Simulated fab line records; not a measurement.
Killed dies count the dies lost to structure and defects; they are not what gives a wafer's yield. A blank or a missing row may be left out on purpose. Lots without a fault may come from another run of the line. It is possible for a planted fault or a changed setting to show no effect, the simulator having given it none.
Matching of chambers + flow n5-finfet + 4 sister chambers for N5_BEOL_M5_DESCUM_33 on rie-diel-05
The step chemistry O2, time 7 s. 14 wafers are shown with their chamber, then 7 later ones without.

WAFERS PAIRED WITH THEIR CHAMBERS
| wafer  | chamber | drypump-motor-current-A (A) | showerhead-plenum-p-Torr (Torr) | throttle-valve-pct (%) |
|--------|---------|-----------------------------|---------------------------------|------------------------|
| L074.2 | 3       | 4.7                         | 2.08                            | 20.46                  |
| L074.3 | 0       | 5.8                         | 2.02                            | 20.43                  |
| L074.6 | 2       | 6.3                         | 2.10                            | 20.77                  |
| L078.2 | 1       | 5.2                         | 2.08                            | 20.78                  |
| L078.3 | 3       | 4.7                         | 2.08                            | 20.47                  |
| L078.6 | 2       | 6.3                         | 2.10                            | 20.77                  |
| L082.1 | 3       | 4.7                         | 2.08                            | 20.48                  |
| L082.2 | 0       | 5.9                         | 2.02                            | 20.44                  |
| L082.5 | 0       | 5.9                         | 2.02                            | 20.44                  |
| L086.3 | 3       | 4.7                         | 2.08                            | 20.50                  |
| L086.5 | 3       | 4.7                         | 2.08                            | 20.50                  |
| L086.6 | 1       | 5.2                         | 2.07                            | 20.80                  |
| L093.1 | 1       | 5.2                         | 2.07                            | 20.82                  |
| L093.3 | 2       | 6.3                         | 2.09                            | 20.82                  |

SIGNATURES (averages over the wafers above)
| reading                  | chamber 0 | chamber 1 | chamber 2 | chamber 3 | scatter within a chamber |
|--------------------------|-----------|-----------|-----------|-----------|--------------------------|
| drypump-motor-current-A  | 5.867     | 5.200     | 6.300     | 4.700     | 0.0258                   |
| showerhead-plenum-p-Torr | 2.0200    | 2.0733    | 2.0967    | 2.0800    | 0.00365                  |
| throttle-valve-pct       | 20.4367   | 20.8000   | 20.7867   | 20.4820   | 0.0195                   |
Rule: a wafer lies at a distance from a chamber equal to the root of the sum of squares, over the readings, of (its reading less the chamber's mean, divided by the reading's scatter). The wafer belongs to the nearest chamber; if the next one is less than 2 further off, it can't be placed. The scatter: the root of (the sum of the squares of (reading less its chamber's mean) over the shown wafers, divided by (wafers less chambers)).

WAFERS WITH NO CHAMBER GIVEN
| wafer  | drypump-motor-current-A (A) | showerhead-plenum-p-Torr (Torr) | throttle-valve-pct (%) |
|--------|-----------------------------|---------------------------------|------------------------|
| L093.5 | 4.7                         | 2.07                            | 20.52                  |
| L091.1 | 6.3                         | 2.09                            | 20.83                  |
| L091.2 | 5.2                         | 2.06                            | 20.82                  |
| L091.4 | 5.8                         | 2.01                            | 20.46                  |
| L095.3 | 4.7                         | 2.07                            | 20.53                  |
| L095.4 | 5.2                         | 2.07                            | 20.83                  |
| L095.6 | 5.8                         | 2.01                            | 20.47                  |

WHICH CHAMBER EACH WENT THROUGH
| wafer  | from the rows above | in truth |
|--------|---------------------|----------|
| L093.5 | 3                   | 3        |
| L091.1 | 2                   | 2        |
| L091.2 | 1                   | 1        |
| L091.4 | 0                   | 0        |
| L095.3 | 3                   | 3        |
| L095.4 | 1                   | 1        |
| L095.6 | 0                   | 0        |
Correct placement for 7 of the 7. From these rows, 0 cannot be placed. Placed wrongly: 0.
